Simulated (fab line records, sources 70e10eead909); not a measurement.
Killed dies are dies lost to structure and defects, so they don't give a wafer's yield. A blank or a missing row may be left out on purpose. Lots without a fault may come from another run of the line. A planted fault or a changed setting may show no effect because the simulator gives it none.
Chamber matching | flow nand_harc | NHARC_A_M0_PRE_CLEAN_31 on pecvd-01: 3 sister chambers
The step time 12 s. 3 wafers are shown with their chamber, then 7 later ones without.

WAFERS WITH THEIR CHAMBER
wafer  | chamber | heater_power_w (W)
L091.5 | 0       | 514
L092.4 | 1       | 646
L093.5 | 2       | 563

WAFERS WITHOUT THEIR CHAMBER
wafer  | heater_power_w (W)
L093.6 | 608
L095.3 | 649
L095.4 | 661
L095.5 | 575
L096.1 | 614
L096.3 | 636
L096.5 | 595

WHICH CHAMBER EACH WENT THROUGH
wafer  | from the rows above     | in truth
L093.6 | can't be placed: 1 or 2 | 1
L095.3 | 1                       | 1
L095.4 | 1                       | 1
L095.5 | 2                       | 2
L096.1 | can't be placed: 1 or 2 | 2
L096.3 | 1                       | 1
L096.5 | can't be placed: 2 or 1 | 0
Placed correctly: 4 of 7. Can't be placed from these rows: 3 (the true chamber is among the candidates in 2). Placed wrongly: 0.
How it was worked out, from the rows above alone: a wafer's distance from a chamber is the root of the sum, over the readings, of the square of ((its reading less the chamber's mean) divided by the reading's scatter). The wafer belongs to the nearest chamber; if the next one is less than 2 further off, it can't be placed. A chamber's mean is the mean of its shown wafers. The scatter: with one shown wafer a chamber, the root of the mean of the squares of how far each hidden wafer lies from its nearest shown one.
